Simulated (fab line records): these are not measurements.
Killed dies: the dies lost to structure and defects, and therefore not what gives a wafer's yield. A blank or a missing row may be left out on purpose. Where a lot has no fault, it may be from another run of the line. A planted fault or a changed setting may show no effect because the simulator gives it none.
Which tool did it? | flow n5 finfet | at 1 step of a route of 1938, 9 lots with 27 wafers sampled

## WHAT THE GAUGES READ, wafer by wafer
N5_BEOL_M6_CD_MEAS_18: pitch 80 nm, target cd 40 nm. Usual: cd nm reads 40.0 nm (standard deviation 0.67).
lot  | measured     | on        | cd nm (nm)     | flag
L619 | day 9 11:38  | cd sem-02 | 40.5 39.8 40.9 |
L621 | day 10 00:43 | cd sem-01 | 39.7 39.3 39.7 |
L624 | day 10 16:48 | cd sem-01 | 40.7 40.7 39.3 |
L622 | day 10 17:10 | cd sem-02 | 39.1 40.1 39.3 |
L627 | day 11 14:47 | cd sem-02 | 40.2 40.2 40.0 |
L628 | day 11 19:27 | cd sem-03 | 39.9 40.7 40.4 |
L635 | day 13 17:20 | cd sem-03 | 39.6 40.4 40.3 |
L640 | day 15 03:59 | cd sem-03 | 40.2 40.2 41.2 |
L639 | day 15 04:34 | cd sem-02 | 39.8 41.5 41.0 |

## WHAT TOOL EACH LOT RAN ON (gives the tool, then ch and the chambers of the sampled wafers, and finally the start)
The record shows no process step preceding these readings.

## WHAT THE TOOLS THEMSELVES READ (means of the sampled wafers that have a number; where no wafer has one, the mark that the record gives instead)
The record holds no such reading with a usual standard deviation.

## THE ANSWER, worked out from the rows above alone
Rule: lot off if the mean of its wafers having a number is beyond 3 standard deviations from the usual mean. A lot without any number at a reading at which 4 lots or more have one is off too. The other lots that the step has rows for count as sound. Order of review: gauges by route order, followed by the tools' own readings, for which a lot's mean as printed above is used. At the first step where some lot is off, the reading lying furthest off is the one used; lots without a number count as furthest.
Across all readings shown, no lot is off: no conclusion can be drawn from this.

## WHAT THE SIMULATOR PUT IN
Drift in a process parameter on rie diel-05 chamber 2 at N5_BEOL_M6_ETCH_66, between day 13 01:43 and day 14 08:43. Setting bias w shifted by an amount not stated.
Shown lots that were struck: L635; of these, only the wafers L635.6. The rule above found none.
